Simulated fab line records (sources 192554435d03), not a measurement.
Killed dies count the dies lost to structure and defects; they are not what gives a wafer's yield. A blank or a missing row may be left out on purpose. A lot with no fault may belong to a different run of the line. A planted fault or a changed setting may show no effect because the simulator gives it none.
Code-filled problem report in 8D (eight disciplines) form    flow n5Finfet    the parts of the form that need people (team, actions taken, sign-off) are left out

1. THE ISSUE
Mean of runLengthS at N5_PASSIVATION_PECVD_53: 108.8 s across 3 wafers in 2 lots; on wafers with no fault it is 197.4 s (standard deviation 0.43). So: -99 or more standard deviations from the usual mean.
The step: deposits SiO2 from TEOS/O2, target thk 800 nm, time 169.4 s.
Earliest sighting: wafer L899.3 on pecvd-02 at day 16 12:18. Wafers with a number at this step in the record: 16, from 6 lots. By rule, "out" or "out of limits" means more than 4 standard deviations away from the usual mean. Any other wafer with a number is counted as sound.

2. WHAT IT IS AND WHAT IT IS NOT
question                     is                      is not
which readings at this step  runLengthS              -
which lots                   L898, L899              L891, L892, L904, L905
which wafers of those lots   L898.2, L898.3, L899.3  L899.1
read on which tools          pecvd-02                pecvd-04
when                         from day 16 12:18       up to then (7 sound wafers); but 6 sound wafers of L904, L905 came after

3. WHAT RULES OUT EACH SUSPECT
Counting: a tool at a process step up to the reading stays a suspect if it ran every lot that is out. Sound lots after the first of them don't rule it out here, since some wafers of a struck lot are sound.
- pecvd-02 at N5_PASSIVATION_PECVD_53 (deposits SiO2 from TEOS/O2, target thk 800 nm, time 169.4 s): kept. Ran every lot that is out, first one L899 (day 16 12:18); last sound lot up to then L891 (day 14 07:40). Out on those wafers are its own readings of runLengthS.
Left after counting: pecvd-02 at N5_PASSIVATION_PECVD_53.

4. THE CAUSE (what the simulator had put in)
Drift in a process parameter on pecvd-02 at N5_PASSIVATION_PECVD_53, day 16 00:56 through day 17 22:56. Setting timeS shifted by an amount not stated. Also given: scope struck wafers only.
The count eliminated every tool but this one.

5. THE EFFECT CHAIN, in route order
Each row: a reading where the mean over the struck wafers with a number is more than 3 standard deviations away from the usual. Scope: only readings with a usual standard deviation given in the record; hours: median across lots of the time from each lot's start at the first step in this table that gives one to its start at this step; sigmas: change in usual standard deviations.
hours  step                     reading     usual    on struck wafers  change  sigmas
0      N5_PASSIVATION_PECVD_53  runLengthS  197.4 s  108.8             -88.6   -99 or more
Its process steps:
- N5_PASSIVATION_PECVD_53: deposits SiO2 from TEOS/O2, target thk 800 nm, time 169.4 s.

6. HOW IT WOULD HAVE BEEN CAUGHT EARLIER
In this record the first reading out of limits was taken at day 16 12:18, 11 hours after the fault began at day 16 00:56.
